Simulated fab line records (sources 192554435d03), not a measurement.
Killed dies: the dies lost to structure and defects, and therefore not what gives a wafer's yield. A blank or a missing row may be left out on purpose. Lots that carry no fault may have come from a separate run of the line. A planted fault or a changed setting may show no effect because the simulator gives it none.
fab line records	flow n5_finfet
[record] lots = 7	wafers = 39
route steps=1938 shown FIN_SAQP@100 HKMG_FIN@429 MOL_CONTACT_COAG@579 BEOL_M1@816 BEOL_M2@912 BEOL_M5@1132 BEOL_M6@1212 BEOL_M9@1405 BEOL_M12@1602 BEOL_M14@1763 PAD_METAL@1896 PASSIVATION@1930
start_h: hours from the record's first day to the start of the lot's first wafer shown	wait_h: hours since the lot's step before	" as in the row above	L1.1+2: a single row standing in for several wafers	- value missing, or start not given	* or withheld: withheld	< > ~ a bound
route shown NAME@n: NAME is a module with steps in the file, n the number in the route of the first one	usual: average and standard deviation across the fault-free wafers	same: alike in all rows	chamber/n: place in a boat	sites: readings site by site	_std_site: the values' standard deviation	_edge_site: mean of outer sites minus mean of inner sites	radius_mm: for every site, how far away it sits from the centre of the wafer	mask NAME#n: copy n	behind: the last tool/chamber to shape the wafer	hold: the reason the lot was held/the length of the hold in hours/how it ended	device: the transistor (n, p or np) that didn't switch	end of line: tests of these same wafers at the route's end	a step given without rows: its recipe and nothing more	killed: dies that structure and defects cost at the first sort, which is not the same as the wafer's yield	map: the dies of a wafer, with x for killed, . for not killed, _ for no die there
set.NAME: setting as actually run; set.NAME@STEP: the setting as run at that earlier step	model.NAME: the simulator's own value behind a step, which no gauge read
lots with deliberately changed settings; one table per step, one row per wafer
[[steps]]
[step N5_FIN_SAQP_PECVD_06]
[recipe] material = a-Si	target_thk_a = 600	temp_c = 400	precursor = SiH4/He	pressure_torr = 3	rf_w = 100	time_s = 48.1
[step N5_FIN_SAQP_ETCH_65]
[recipe] chemistry = CF4	target = SiO2	target_depth_a = 40	ion_energy_ev = 350	time_s = 4.4	pressure_mtorr = 10	icp_w = 800	bias_w = 400	cf4_flow_sccm = 80
[step N5_HKMG_FIN_DEVELOP_11]
[recipe] develop_time_s = 30	developer = TMAH	resist = CAR-ArF	dev_temp_c = 23	rinse_liquid = diw	dry = air_spin
[step N5_MOL_CONTACT_COAG_ALD_131]
[recipe] material = SiO2	target_thk_a = 50	temp_c = 100	ald_precursor_family = BDEAS	ald_co_reactant = O2-plasma	pulse_time_s = 1	co_reactant_pulse_time_s = 1	purge_time_s = 2	co_reactant_purge_time_s = 2	ald_cycles = 35	pressure_torr = 2
[step N5_BEOL_M1_SPUTTER_79]
[recipe] material = Cu	target_thk_a = 45	temp_c = -20	chamber_pressure_pa = 0.07	power_w = withheld	time_s = 8.29
[step N5_BEOL_M2_SPUTTER_88]
[step N5_BEOL_M5_ETCH_62]
[recipe] chemistry = N2/H2	target = SOC	target_depth_a = 750	overetch_a = 150	mask_material = SiARC	temp_c = 40	time_s = 112.5	ion_energy_ev = 200	pressure_mtorr = 30	source_w = 840	bias_w = 150	n2_flow_sccm = 200	h2_flow_sccm = 200
[step N5_BEOL_M6_ETCH_62]
[recipe] chemistry = N2/H2	target = SOC	target_depth_a = 1100	overetch_a = 220	mask_material = SiARC	temp_c = 40	time_s = 165	ion_energy_ev = 200	pressure_mtorr = 30	source_w = 840	bias_w = 150	n2_flow_sccm = 200	h2_flow_sccm = 200
[step N5_BEOL_M9_HM_DEP_02]
[recipe] material = TiN	target_thk_a = 200	temp_c = 25	chamber_pressure_pa = 0.49996
[step N5_BEOL_M12_ILD_DEP_00]
[recipe] material = SiOC	target_thk_a = 6589.2	temp_c = 350	precursor = DEMS/O2	pressure_torr = 5	rf_w = 500	time_s = 130.7
[step N5_BEOL_M14_SPUTTER_44]
[recipe] material = Ta	target_thk_a = 150	temp_c = 50	bias_v = 80	power_w = 15000	chamber_pressure_pa = 0.07	time_s = 24.19
[step N5_PASSIVATION_AL_DEP_21]
[recipe] material = Al	target_thk_a = 28000	temp_c = 400	time_s = 170	power_w = 30000	chamber_pressure_pa = 0.4	gas = Ar
[step N5_PASSIVATION_ETCH_54]
[recipe] chemistry = CHF3/O2	target = SiO2	target_depth_a = 8800	CHF3_flow_sccm = 50	O2_flow_sccm = 5	Ar_flow_sccm = 200	time_s = 440	mask_material = PR	pressure_mtorr = 30	source_w = 650	bias_w = 170	ion_energy_ev = 200
[step N5_PASSIVATION_PROBE_49]
[usual] killed_at_front_end = 40/13
lot.wafer	tool	chamber	start_h	wait_h	set.time_s@FIN_SAQP_PECVD_06	set.time_s@FIN_SAQP_ETCH_65	set.develop_time_s@HKMG_FIN_DEVELOP_11	set.ald_cycles@MOL_CONTACT_COAG_ALD_131	set.target_thk_a@BEOL_M1_SPUTTER_79	set.target_thk_a@BEOL_M2_SPUTTER_88	set.target_depth_a@BEOL_M5_ETCH_62	set.time_s@BEOL_M6_ETCH_62	set.target_thk_a@BEOL_M9_HM_DEP_02	set.target_thk_a@BEOL_M12_ILD_DEP_00	set.target_thk_a@BEOL_M14_SPUTTER_44	set.time_s@PASSIVATION_AL_DEP_21	set.time_s@PASSIVATION_ETCH_54	killed_at_front_end
L074.1	prober-02	-	264.31	0.0	48.1	4.4	30	35	45	45	750	165	200	6589.2	150	170	440	23
L074.5	prober-02	-	264.51	0.2	48.1	4.4	30	35	45	45	750	165	200	6589.2	150	170	440	15
L074.6	prober-02	-	264.56	0.3	48.1	4.4	30	35	45	45	750	165	200	6589.2	150	170	440	25
L076.1	prober-01	-	269.94	0.0	48.1	4.4	30	35	45	45	1048	234.6	200	7995	150	170	440	31
L076.2	prober-01	-	269.99	0.1	48.1	4.4	30	35	45	36.56	750	234.6	200	6589.2	235.8	170	440	44
L076.3	prober-01	-	270.04	0.1	48.1	4.4	30	20	25.63	36.56	750	234.6	277.3	7995	150	90.62	440	27
L076.4	prober-01	-	270.09	0.2	48.1	4.4	30	35	25.63	45	750	165	277.3	6589.2	235.8	90.62	440	38
L076.5	prober-01	-	270.14	0.2	48.1	4.4	30	20	25.63	45	1048	165	200	7995	235.8	90.62	440	44
L076.6	prober-01	-	270.19	0.3	48.1	4.4	30	20	45	36.56	1048	165	277.3	6589.2	150	170	440	37
L079.1	prober-02	-	292.81	0.0	48.1	4.4	22.49	35	45	24.71	750	165	200	7641	150	127.9	440	59
L079.2	prober-02	-	292.86	0.1	48.1	4.4	30	15	45	24.71	1063	165	200	7641	96.05	170	440	66
L079.3	prober-02	-	292.91	0.1	48.1	4.4	22.49	35	45	45	1063	165	200	6589.2	150	170	360.4	40
L079.4	prober-02	-	292.96	0.2	48.1	5.505	30	35	45	45	750	165	200	7641	96.05	127.9	360.4	62
L079.5	prober-02	-	293.01	0.2	48.1	5.505	22.49	15	45	45	1063	165	200	6589.2	150	127.9	360.4	55
L079.6	prober-02	-	293.06	0.3	48.1	5.505	30	15	45	24.71	750	165	200	6589.2	96.05	170	440	51
L081.1	prober-01	-	298.42	0.0	48.1	4.4	36.51	22	56.92	45	460.4	165	200	7961	210.6	170	440	25
L081.2	prober-01	-	298.47	0.1	48.1	6.602	36.51	35	56.92	30.75	460.4	165	266.5	6589.2	150	170	440	26
L081.3	prober-01	-	298.52	0.1	48.1	4.4	36.51	35	45	45	750	100.2	266.5	7961	150	170	440	17
L081.4	prober-01	-	298.57	0.2	48.1	4.4	30	22	56.92	30.75	750	100.2	200	6589.2	150	136	440	36
L081.5	prober-01	-	298.62	0.2	48.1	6.602	30	22	45	45	750	165	266.5	6589.2	210.6	136	440	43
L081.6	prober-01	-	298.67	0.3	48.1	6.602	30	35	45	30.75	460.4	100.2	200	7961	210.6	136	440	39
L089.1	prober-01	-	354.22	0.0	48.1	4.4	35.05	35	45	45	328.2	113	200	6589.2	150	265.7	440	40
L089.2	prober-01	-	354.27	0.1	48.1	4.4	30	35	45	45	328.2	165	200	6589.2	150	170	440	59
L089.3	prober-01	-	354.32	0.1	48.1	2.036	35.05	35	70.83	45	328.2	165	200	6589.2	150	170	440	57
L089.4	prober-01	-	354.37	0.2	48.1	2.036	35.05	35	45	45	750	113	200	6589.2	150	170	440	41
L089.5	prober-01	-	354.42	0.2	48.1	4.4	30	35	70.83	45	750	113	200	6589.2	150	265.7	440	46
L089.6	prober-01	-	354.47	0.3	48.1	2.036	30	35	70.83	45	750	165	200	6589.2	150	265.7	440	34
L090.1	prober-02	-	359.06	0.0	48.1	3.237	22.73	35	33.41	45	355	68.12	84.83	9378	150	170	533.3	38
L090.2	prober-02	-	359.11	0.1	48.1	4.4	22.73	35	45	45	750	165	200	9378	150	212.7	440	69
L090.3	prober-02	-	359.16	0.1	48.1	3.237	30	35	45	45	750	68.12	84.83	6589.2	150	170	440	51
L090.4	prober-02	-	359.21	0.2	71.69	3.237	30	35	45	45	355	68.12	200	6589.2	232.4	212.7	440	462
L090.5	prober-02	-	359.26	0.2	71.69	4.4	22.73	35	33.41	45	750	165	84.83	9378	232.4	212.7	533.3	645
L090.6	prober-02	-	359.31	0.3	71.69	4.4	30	35	33.41	45	355	165	200	6589.2	232.4	170	533.3	407
L092.1	prober-01	-	379.74	0.0	48.1	5.238	30	49	45	70.02	313	165	315.4	6589.2	71.05	170	203.8	40
L092.2	prober-01	-	379.79	0.1	48.1	4.4	30	35	45	45	313	165	315.4	6589.2	150	235.2	203.8	42
L092.3	prober-01	-	379.84	0.1	71.48	4.4	30	49	65.85	45	750	165	200	3829	150	170	440	87
L092.4	prober-01	-	379.89	0.2	71.48	5.238	30	49	45	70.02	750	99.21	200	6589.2	71.05	235.2	440	427
L092.5	prober-01	-	379.94	0.2	71.48	4.4	30	35	65.85	70.02	313	99.21	200	3829	150	170	203.8	259
L092.6	prober-01	-	379.99	0.3	48.1	5.238	30	35	65.85	45	750	99.21	315.4	3829	71.05	235.2	440	55
// killed by level:class
L074.1 MOL_CONTACT_COAG:geometric_particle:open=10 BEOL_M0_SAQP:geometric_particle:open=8 BEOL_M0_SAQP:geometric_particle:short=7 BEOL_M2:geometric_particle:open=7 GATE_CUT:geometric_particle:short=5 GATE_CUT:geometric_particle:open=4 BEOL_M4:geometric_particle:open=4 BEOL_M7:geometric_particle:open=4
L074.5 BEOL_M2:geometric_particle:open=15 BEOL_M3:geometric_particle:open=15 MOL_CONTACT_COAG:geometric_particle:open=11 FIN_SAQP:geometric_particle:short=5 BEOL_M0_SAQP:geometric_particle:short=4 BEOL_M0_SAQP:geometric_particle:open=4 FIN_SAQP:geometric_particle:open=3 BEOL_M3:geometric_particle:short=3
L074.6 BEOL_M0_SAQP:geometric_particle:open=9 BEOL_M0_SAQP:geometric_particle:short=9 BEOL_M3:geometric_particle:open=8 MOL_CONTACT_COAG:geometric_particle:open=6 BEOL_M2:geometric_particle:short=6 DUMMY_GATE:geometric_particle:open=4 BEOL_M2:geometric_particle:open=4 FIN_SAQP:geometric_particle:short=3
L076.1 MOL_CONTACT_COAG:geometric_particle:open=13 BEOL_M4:geometric_particle:open=13 FIN_SAQP:geometric_particle:short=12 BEOL_M0_SAQP:geometric_particle:open=9 BEOL_M0_SAQP:geometric_particle:short=7 BEOL_M1:geometric_particle:open=7 BEOL_M2:geometric_particle:open=7 BEOL_M3:geometric_particle:open=5
L076.2 BEOL_M4:geometric_particle:open=12 MOL_CONTACT_COAG:geometric_particle:open=9 BEOL_M0_SAQP:geometric_particle:open=8 ILD0:geometric_particle:open=7 GATE_CUT:geometric_particle:open=7 FIN_SAQP:geometric_particle:open=6 FIN_SAQP:geometric_particle:short=6 BEOL_M2:geometric_particle:open=6
L076.3 MOL_CONTACT_COAG:area_ald=1082 BEOL_M0_SAQP:geometric_particle:short=12 BEOL_M2:geometric_particle:open=11 BEOL_M0_SAQP:geometric_particle:open=8 FIN_SAQP:geometric_particle:short=7 BEOL_M0:geometric_particle:open=6 BEOL_M1:geometric_particle:open=6 BEOL_M3:geometric_particle:open=6
L076.4 BEOL_M9:area_open=282 BEOL_M2:geometric_particle:open=10 FIN_SAQP:geometric_particle:short=9 BEOL_M0_SAQP:geometric_particle:open=8 FIN_SAQP:geometric_particle:open=7 MOL_CONTACT_COAG:geometric_particle:open=6 BEOL_M0_SAQP:geometric_particle:short=6 BEOL_M1:geometric_particle:open=5
L076.5 MOL_CONTACT_COAG:area_ald=1075 FIN_SAQP:geometric_particle:open=11 BEOL_M4:geometric_particle:open=9 DUMMY_GATE:geometric_particle:open=8 BEOL_M2:geometric_particle:open=8 BEOL_M3:geometric_particle:open=7 FIN_SAQP:geometric_particle:short=6 MOL_CONTACT_COAG:geometric_particle:open=5
L076.6 MOL_CONTACT_COAG:area_ald=1069 FIN_SAQP:geometric_particle:open=14 BEOL_M0_SAQP:geometric_particle:short=11 BEOL_M2:geometric_particle:open=10 MOL_CONTACT_COAG:geometric_particle:open=7 BEOL_M0_SAQP:geometric_particle:open=7 FIN_SAQP:geometric_particle:short=6 BEOL_M0:geometric_particle:open=4
L079.1 STI_FIN_REVEAL:geometric_particle:open=15 FIN_SAQP:geometric_particle:short=13 ILD0:geometric_particle:short=8 BEOL_M0:geometric_particle:open=7 BEOL_M2:geometric_particle:open=7 STI_FIN_REVEAL:geometric_particle:short=5 ILD0:geometric_particle:open=5 FIN_SAQP:geometric_particle:open=3
L079.2 MOL_CONTACT_COAG:area_ald=1073 STI_FIN_REVEAL:geometric_particle:open=21 FIN_SAQP:geometric_particle:short=11 GATE_CUT:geometric_particle:short=8 GATE_CUT:geometric_particle:open=8 BEOL_M0_SAQP:geometric_particle:short=7 FIN_SAQP:geometric_particle:open=5 BEOL_M0_SAQP:geometric_particle:open=4
L079.3 PASSIVATION:area_etch=1004 STI_FIN_REVEAL:geometric_particle:open=14 BEOL_M4:geometric_particle:open=12 GATE_CUT:geometric_particle:short=7 BEOL_M3:geometric_particle:open=7 BEOL_M1:geometric_particle:open=6 BEOL_M2:geometric_particle:open=5 FIN_SAQP:geometric_particle:short=4
L079.4 PASSIVATION:area_etch=976 STI_FIN_REVEAL:geometric_particle:open=24 MOL_CONTACT_COAG:geometric_particle:open=16 FIN_SAQP:geometric_particle:short=10 BEOL_M3:geometric_particle:open=9 FIN_SAQP:geometric_particle:open=8 BEOL_M0_SAQP:geometric_particle:short=8 BEOL_M4:geometric_particle:open=5
L079.5 MOL_CONTACT_COAG:area_ald=1088 STI_FIN_REVEAL:geometric_particle:open=15 FIN_SAQP:geometric_particle:short=6 STI_FIN_REVEAL:geometric_particle:short=6 GATE_CUT:geometric_particle:short=6 FIN_SAQP:geometric_particle:open=5 BEOL_M4:geometric_particle:open=5 BEOL_M5:geometric_particle:open=5
L079.6 MOL_CONTACT_COAG:area_ald=1080 STI_FIN_REVEAL:geometric_particle:open=18 BEOL_M3:geometric_particle:open=8 FIN_SAQP:geometric_particle:short=6 GATE_CUT:geometric_particle:open=6 BEOL_M2:geometric_particle:open=6 GATE_CUT:geometric_particle:short=5 BEOL_M0_SAQP:geometric_particle:short=4
L081.1 MOL_CONTACT_COAG:area_ald=1035 BEOL_M0_SAQP:geometric_particle:open=15 MOL_CONTACT_COAG:geometric_particle:open=11 BEOL_M0_SAQP:geometric_particle:short=8 FIN_SAQP:geometric_particle:open=6 BEOL_M2:geometric_particle:open=6 BEOL_M4:geometric_particle:open=6 STI_FIN_REVEAL:geometric_particle:open=5
L081.2 MOL_CONTACT_COAG:geometric_particle:open=16 BEOL_M3:geometric_particle:open=13 BEOL_M5:area_etch=13 BEOL_M0_SAQP:geometric_particle:short=11 FIN_SAQP:geometric_particle:open=8 BEOL_M9:area_open=8 MOL_CONTACT_COAG:geometric_particle:short=7 BEOL_M4:geometric_particle:open=7
L081.3 BEOL_M6:area_etch=1089 MOL_CONTACT_COAG:geometric_particle:open=17 BEOL_M0_SAQP:geometric_particle:open=10 BEOL_M0_SAQP:geometric_particle:short=9 BEOL_M4:geometric_particle:open=8 FIN_SAQP:geometric_particle:short=6 BEOL_M2:geometric_particle:open=5 BEOL_M3:geometric_particle:open=5
L081.4 MOL_CONTACT_COAG:area_ald=994 BEOL_M6:area_etch=69 MOL_CONTACT_COAG:geometric_particle:open=13 BEOL_M0_SAQP:geometric_particle:open=10 BEOL_M0_SAQP:geometric_particle:short=10 STI_FIN_REVEAL:geometric_particle:open=9 FIN_SAQP:geometric_particle:open=8 BEOL_M3:geometric_particle:open=8
L081.5 MOL_CONTACT_COAG:area_ald=1007 BEOL_M4:geometric_particle:open=22 BEOL_M3:geometric_particle:open=16 STI_FIN_REVEAL:geometric_particle:open=11 BEOL_M0_SAQP:geometric_particle:open=11 BEOL_M0_SAQP:geometric_particle:short=11 FIN_SAQP:geometric_particle:short=10 MOL_CONTACT_COAG:geometric_particle:open=7
L081.6 BEOL_M6:area_etch=1042 BEOL_M5:area_etch=43 STARTING-WAFER:geometric_particle:open=7 BEOL_M3:geometric_particle:open=7 BEOL_M4:geometric_particle:open=7 FIN_SAQP:geometric_particle:short=6 BEOL_M2:geometric_particle:open=6 MOL_CONTACT_COAG:geometric_particle:open=5
L089.1 BEOL_M5:area_etch=1058 BEOL_M0_SAQP:geometric_particle:short=18 BEOL_M0_SAQP:geometric_particle:open=16 DUMMY_GATE:geometric_particle:open=9 FIN_SAQP:geometric_particle:short=8 MOL_CONTACT_COAG:geometric_particle:open=8 BEOL_M2:geometric_particle:open=8 BEOL_M3:geometric_particle:open=6
L089.2 BEOL_M5:area_etch=1065 FIN_SAQP:geometric_particle:short=23 FIN_SAQP:geometric_particle:open=16 BEOL_M4:geometric_particle:open=7 BEOL_M3:geometric_particle:short=5 BEOL_M3:geometric_particle:open=5 STARTING-WAFER:geometric_particle:open=4 MOL_CONTACT_COAG:geometric_particle:open=4
L089.3 BEOL_M5:area_etch=1026 BEOL_M0_SAQP:geometric_particle:open=18 FIN_SAQP:geometric_particle:short=17 FIN_SAQP:geometric_particle:open=14 MOL_CONTACT_COAG:geometric_particle:open=14 BEOL_M3:geometric_particle:open=14 BEOL_M0_SAQP:geometric_particle:short=13 DUMMY_GATE:geometric_particle:open=6
L089.4 BEOL_M6:area_etch=1068 BEOL_M3:geometric_particle:open=19 FIN_SAQP:geometric_particle:short=11 MOL_CONTACT_COAG:geometric_particle:open=9 BEOL_M4:geometric_particle:open=7 DUMMY_GATE:geometric_particle:open=6 FIN_SAQP:geometric_particle:open=5 BEOL_M0_SAQP:geometric_particle:open=4
L089.5 BEOL_M6:area_etch=1073 STI_FIN_REVEAL:geometric_particle:open=14 MOL_CONTACT_COAG:geometric_particle:open=12 FIN_SAQP:geometric_particle:short=11 BEOL_M3:geometric_particle:open=8 DUMMY_GATE:geometric_particle:open=5 BEOL_M4:geometric_particle:open=5 MOL_CONTACT_COAG:geometric_particle:short=4
L089.6 PASSIVATION:area_etch=1069 FIN_SAQP:geometric_particle:short=12 MOL_CONTACT_COAG:geometric_particle:open=10 BEOL_M2:geometric_particle:open=9 BEOL_M0_SAQP:geometric_particle:open=6 BEOL_M0:geometric_particle:open=6 BEOL_M3:geometric_particle:short=5 BEOL_M4:geometric_particle:open=5
L090.1 BEOL_M5:area_etch=1063 BEOL_M0_SAQP:geometric_particle:short=13 BEOL_M4:geometric_particle:open=11 BEOL_M3:geometric_particle:open=10 FIN_SAQP:geometric_particle:open=9 MOL_CONTACT_COAG:geometric_particle:open=9 BEOL_M0_SAQP:geometric_particle:open=9 BEOL_M1:geometric_particle:open=9
L090.2 PASSIVATION:area_etch=1035 FIN_SAQP:geometric_particle:open=15 STI_FIN_REVEAL:geometric_particle:open=13 BEOL_M3:geometric_particle:open=12 BEOL_M0_SAQP:geometric_particle:short=11 FIN_SAQP:geometric_particle:short=10 MOL_CONTACT_COAG:geometric_particle:open=9 STI_FIN_REVEAL:geometric_particle:short=8
L090.3 BEOL_M6:area_etch=1037 BEOL_M0_SAQP:geometric_particle:open=22 MOL_CONTACT_COAG:geometric_particle:open=15 BEOL_M3:geometric_particle:open=13 FIN_SAQP:geometric_particle:open=9 GATE_CUT:geometric_particle:short=9 BEOL_M0_SAQP:geometric_particle:short=9 DUMMY_GATE:geometric_particle:open=8
L090.4 BEOL_M5:area_etch=619 FIN_SAQP:area_etch=423 MOL_CONTACT_COAG:geometric_particle:open=14 BEOL_M4:geometric_particle:open=12 BEOL_M0_SAQP:geometric_particle:short=11 BEOL_M0_SAQP:geometric_particle:open=11 BEOL_M1:geometric_particle:open=11 FIN_SAQP:geometric_particle:open=9
L090.5 FIN_SAQP:area_etch=605 PASSIVATION:area_etch=423 BEOL_M3:geometric_particle:open=17 BEOL_M0_SAQP:geometric_particle:open=12 FIN_SAQP:geometric_particle:open=11 BEOL_M4:geometric_particle:open=10 FIN_SAQP:geometric_particle:short=8 MOL_CONTACT_COAG:geometric_particle:open=8
L090.6 BEOL_M5:area_etch=698 FIN_SAQP:area_etch=334 FIN_SAQP:geometric_particle:open=22 STI_FIN_REVEAL:geometric_particle:open=18 FIN_SAQP:geometric_particle:short=13 MOL_CONTACT_COAG:geometric_particle:open=11 BEOL_M0_SAQP:geometric_particle:short=11 BEOL_M0_SAQP:geometric_particle:open=11
L092.1 MOL_CONTACT_COAG:area_ald=1059 BEOL_M5:area_etch=21 BEOL_M3:geometric_particle:open=17 FIN_SAQP:geometric_particle:open=9 MOL_CONTACT_COAG:geometric_particle:open=9 BEOL_M2:geometric_particle:open=6 STI_FIN_REVEAL:geometric_particle:open=5 GATE_CUT:geometric_particle:short=5
L092.2 BEOL_M5:area_etch=1088 MOL_CONTACT_COAG:geometric_particle:open=13 FIN_SAQP:geometric_particle:open=11 FIN_SAQP:geometric_particle:short=7 BEOL_M1:geometric_particle:open=7 DUMMY_GATE:geometric_particle:open=5 GATE_CUT:geometric_particle:short=5 BEOL_M0_SAQP:geometric_particle:short=5
L092.3 MOL_CONTACT_COAG:area_ald=1029 FIN_SAQP:area_etch=42 FIN_SAQP:geometric_particle:open=13 BEOL_M3:geometric_particle:open=13 MOL_CONTACT_COAG:geometric_particle:open=9 FIN_SAQP:geometric_particle:short=6 STI_FIN_REVEAL:geometric_particle:open=6 PASS1_CAP:geometric_particle:short=6
L092.4 MOL_CONTACT_COAG:area_ald=697 FIN_SAQP:area_etch=377 FIN_SAQP:geometric_particle:open=16 BEOL_M6:area_etch=13 BEOL_M0_SAQP:geometric_particle:short=12 BEOL_M0_SAQP:geometric_particle:open=9 STI_FIN_REVEAL:geometric_particle:open=7 FIN_SAQP:geometric_particle:short=4
L092.5 BEOL_M5:area_etch=872 FIN_SAQP:area_etch=214 FIN_SAQP:geometric_particle:open=9 FIN_SAQP:geometric_particle:short=9 BEOL_M3:geometric_particle:open=7 STI_FIN_REVEAL:geometric_particle:open=6 MOL_CONTACT_COAG:geometric_particle:open=5 SPACER0:geometric_particle:open=4
L092.6 BEOL_M6:area_etch=1065 FIN_SAQP:geometric_particle:open=16 STI_FIN_REVEAL:geometric_particle:open=11 MOL_CONTACT_COAG:geometric_particle:open=9 DUMMY_GATE:geometric_particle:open=8 BEOL_M0_SAQP:geometric_particle:short=7 BEOL_M0_SAQP:geometric_particle:open=5 BEOL_M1:geometric_particle:open=5
[[key]]
[split] step = N5_FIN_SAQP_PECVD_06	setting = time_s	stated_as = 48.1
[response] step = N5_PASSIVATION_PROBE_49	reading = killed_at_front_end	slope = +7.45	per = 1%	together_with = all	explained = 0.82
[split] step = N5_FIN_SAQP_ETCH_65	setting = time_s	stated_as = 4.4
response none clear
[split] step = N5_HKMG_FIN_DEVELOP_11	setting = develop_time_s	stated_as = 30
response none clear
[split] step = N5_MOL_CONTACT_COAG_ALD_131	setting = ald_cycles	stated_as = 35
response none clear
[split] step = N5_BEOL_M1_SPUTTER_79	setting = target_thk_a	stated_as = 45
response none clear
[split] step = N5_BEOL_M2_SPUTTER_88	setting = target_thk_a	stated_as = 45
response none clear
[split] step = N5_BEOL_M5_ETCH_62	setting = target_depth_a	stated_as = 750
response none clear
[split] step = N5_BEOL_M6_ETCH_62	setting = time_s	stated_as = 165
response none clear
[split] step = N5_BEOL_M9_HM_DEP_02	setting = target_thk_a	stated_as = 200
response none clear
[split] step = N5_BEOL_M12_ILD_DEP_00	setting = target_thk_a	stated_as = 6589.2
response none clear
[split] step = N5_BEOL_M14_SPUTTER_44	setting = target_thk_a	stated_as = 150
response none clear
[split] step = N5_PASSIVATION_AL_DEP_21	setting = time_s	stated_as = 170
response none clear
[split] step = N5_PASSIVATION_ETCH_54	setting = time_s	stated_as = 440
response none clear
